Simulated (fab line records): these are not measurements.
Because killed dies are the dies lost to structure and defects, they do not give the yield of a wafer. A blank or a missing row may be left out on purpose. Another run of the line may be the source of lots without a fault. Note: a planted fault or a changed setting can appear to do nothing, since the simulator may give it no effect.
Chamber matching    flow n5_finfet    4 sister chambers for N5_GATE_CUT_STRIP_59 on rie_diel-05
The step strips in N2/H2, time 20 s. 36 wafers are shown with their chamber, then 12 later ones without.

## EACH WAFER AND ITS CHAMBER
wafer   chamber  drypump_motor_current_A (A)  throttle_valve_pct (%)  showerhead_plenum_p_Torr (Torr)
L074.2  3        5.9                          12.14                   3.31
L074.4  2        5.7                          11.95                   3.37
L074.5  0        5.3                          12.22                   3.34
L076.2  2        5.7                          11.93                   3.37
L076.4  0        5.3                          12.21                   3.34
L076.6  2        5.7                          11.96                   3.37
L077.2  1        5.9                          12.28                   3.35
L077.3  3        5.9                          12.16                   3.31
L077.6  2        5.7                          11.95                   3.37
L078.2  2        5.7                          11.94                   3.37
L078.4  1        5.9                          12.27                   3.35
L078.6  2        5.7                          11.94                   3.37
L079.1  3        5.9                          12.17                   3.31
L079.2  1        6.0                          12.27                   3.35
L079.3  0        5.3                          12.21                   3.34
L081.2  1        5.9                          12.27                   3.35
L081.3  3        5.9                          12.18                   3.31
L081.5  2        5.6                          11.96                   3.37
L082.1  1        5.9                          12.29                   3.35
L082.5  1        5.9                          12.28                   3.35
L082.6  2        5.7                          11.96                   3.37
L085.1  0        5.3                          12.24                   3.33
L085.4  3        5.9                          12.19                   3.30
L085.5  3        6.0                          12.19                   3.30
L088.3  0        5.3                          12.26                   3.33
L088.4  2        5.7                          11.99                   3.36
L088.5  0        5.3                          12.25                   3.33
L086.2  1        5.9                          12.32                   3.34
L086.3  2        5.7                          12.00                   3.36
L086.4  3        5.9                          12.22                   3.30
L089.2  1        5.9                          12.32                   3.34
L089.4  3        5.9                          12.23                   3.30
L089.5  0        5.3                          12.27                   3.33
L090.2  2        5.7                          11.99                   3.36
L090.5  0        5.3                          12.26                   3.33
L090.6  1        5.9                          12.33                   3.34

SIGNATURES (means of the wafers above)
reading                   chamber 0  chamber 1  chamber 2  chamber 3  scatter within a chamber
drypump_motor_current_A   5.300      5.911      5.691      5.913      0.0289
throttle_valve_pct        12.2400    12.2922    11.9609    12.1850    0.0252
showerhead_plenum_p_Torr  3.3338     3.3467     3.3673     3.3050     0.00502
Rule: for a wafer and a chamber, the distance is found by dividing, reading by reading, the gap between the wafer's reading and the chamber's mean by the reading's scatter, squaring, summing and taking the root. If the next closest chamber is less than 2 further off than the closest, the wafer can't be placed; otherwise it belongs to the closest. The scatter: take each reading less its chamber's mean, square it, sum over the shown wafers, divide by the number of wafers less the number of chambers, and take the root.

## WAFERS MISSING THEIR CHAMBER
wafer   drypump_motor_current_A (A)  throttle_valve_pct (%)  showerhead_plenum_p_Torr (Torr)
L092.2  5.7                          12.02                   3.35
L092.3  5.9                          12.23                   3.29
L092.4  5.3                          12.30                   3.32
L095.4  5.9                          12.36                   3.33
L095.5  5.7                          12.05                   3.35
L095.6  5.3                          12.31                   3.32
L096.1  5.9                          12.40                   3.33
L096.2  5.3                          12.31                   3.32
L096.6  5.7                          12.05                   3.35
L097.1  5.9                          12.39                   3.33
L097.4  5.3                          12.33                   3.32
L097.6  5.6                          12.06                   3.35

## CHAMBER TAKEN BY EACH
wafer   from the rows above  in truth
L092.2  2                    2
L092.3  3                    3
L092.4  0                    0
L095.4  1                    1
L095.5  2                    2
L095.6  0                    0
L096.1  1                    1
L096.2  0                    0
L096.6  2                    2
L097.1  1                    1
L097.4  0                    0
L097.6  2                    2
Placed correctly: 12 of 12. Left unplaced by these rows: 0. Placed wrongly: 0.
